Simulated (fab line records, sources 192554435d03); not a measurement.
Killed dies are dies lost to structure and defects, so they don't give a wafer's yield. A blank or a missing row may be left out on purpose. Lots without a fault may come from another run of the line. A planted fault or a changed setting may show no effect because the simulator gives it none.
One fault seen from 2 desks | flow n5_finfet | each desk has only its own numbers; what lay behind them comes last

THE TOOL OWNER'S DESK: ald_sin-03
The tool's own readings at N5_MOL_CONTACT_COAG_ALD_131 (deposits SiO2, target thk 5 nm, pulse time 1 s, co reactant pulse time 1 s): means of the sampled wafers that have a number, for each lot that ran on this tool. A lot is out of limits, marked OUT, if its mean lies more than 4 standard deviations from the usual mean; the brackets give that distance.
Columns: A = chamber_pressure_Torr at N5_MOL_CONTACT_COAG_ALD_131, usual 2.000 Torr; B = heater_power_outer_w at N5_MOL_CONTACT_COAG_ALD_131, usual 43 W; C = heater_power_w at N5_MOL_CONTACT_COAG_ALD_131, usual 83 W; D = precursor_pulse_height_rel at N5_MOL_CONTACT_COAG_ALD_131, usual 0.999
lot  | first seen here | A     | B  | C  | D
L437 | day 6 09:40     | 2.003 | 41 | 77 | 1.007
L438 | day 6 21:17     | 2.003 | 39 | 79 | 1.006
L442 | day 7 15:08     | 2.000 | 39 | 78 | 0.999
L444 | day 8 02:43     | 2.002 | 40 | 82 | 0.999
L453 | day 10 07:16    | 1.998 | 40 | 77 | 0.997
L454 | day 10 12:21    | 1.997 | 40 | 78 | 1.015
This desk's finding: nothing out of limits on any of the 6 lots.

THE METROLOGY DESK
What the gauges read, lot by lot, whatever tool the lot ran on: means of the sampled wafers that have a number. A lot is out of limits, marked OUT, if its mean lies more than 4 standard deviations from the usual mean; the brackets give that distance. Of its 12 readings 7 are shown: those that lie furthest out on some lot.
Columns: A = VG_OVL at N5_MOL_CONTACT_COAG_OVL_MEAS_85, usual -0.3 nm; B = DIBL_N at N5_BEOL_M4_RC_MEAS_101, usual 36.4 mV/V; C = IOFF_N at N5_BEOL_M4_RC_MEAS_101, usual 0.154 nA/um; D = IOFF_P at N5_BEOL_M4_RC_MEAS_101, usual 0.21 nA/um; E = ION_N at N5_BEOL_M4_RC_MEAS_101, usual 672 uA/um; F = SS_P at N5_BEOL_M4_RC_MEAS_101, usual 73.2 mV/dec; G = VT_P at N5_BEOL_M4_RC_MEAS_101, usual -250 mV
lot  | first seen here | A    | B    | C     | D    | E   | F    | G
L432 | day 5 04:32     | 0.8  | 34.2 | 0.133 | 0.19 | 660 | 72.3 | -252
L437 | day 6 09:24     | -0.2 | 33.9 | 0.127 | 0.20 | 671 | 72.7 | -248
L438 | day 6 21:02     | -0.8 | 35.8 | 0.142 | 0.18 | 668 | 72.8 | -253
L442 | day 7 14:29     | -0.3 | 36.6 | 0.159 | 0.23 | 674 | 73.0 | -246
L444 | day 8 02:23     | -0.1 | 36.2 | 0.145 | 0.18 | 664 | 73.3 | -254
L449 | day 9 10:36     | -0.1 | 35.9 | 0.149 | 0.24 | 668 | 72.8 | -246
L450 | day 9 16:54     | -0.1 | 37.5 | 0.193 | 0.26 | 688 | 73.8 | -245
L453 | day 10 07:00    | -0.2 | 36.1 | 0.147 | 0.24 | 671 | 73.2 | -246
L454 | day 10 12:03    | 0.2  | 36.2 | 0.159 | 0.23 | 680 | 73.0 | -247
This desk's finding: nothing out of limits on any of the 9 lots.

PUT TOGETHER
The tool owner's desk saw nothing out of limits.
The metrology desk saw nothing out of limits.

WHAT THE SIMULATOR HAD PUT IN
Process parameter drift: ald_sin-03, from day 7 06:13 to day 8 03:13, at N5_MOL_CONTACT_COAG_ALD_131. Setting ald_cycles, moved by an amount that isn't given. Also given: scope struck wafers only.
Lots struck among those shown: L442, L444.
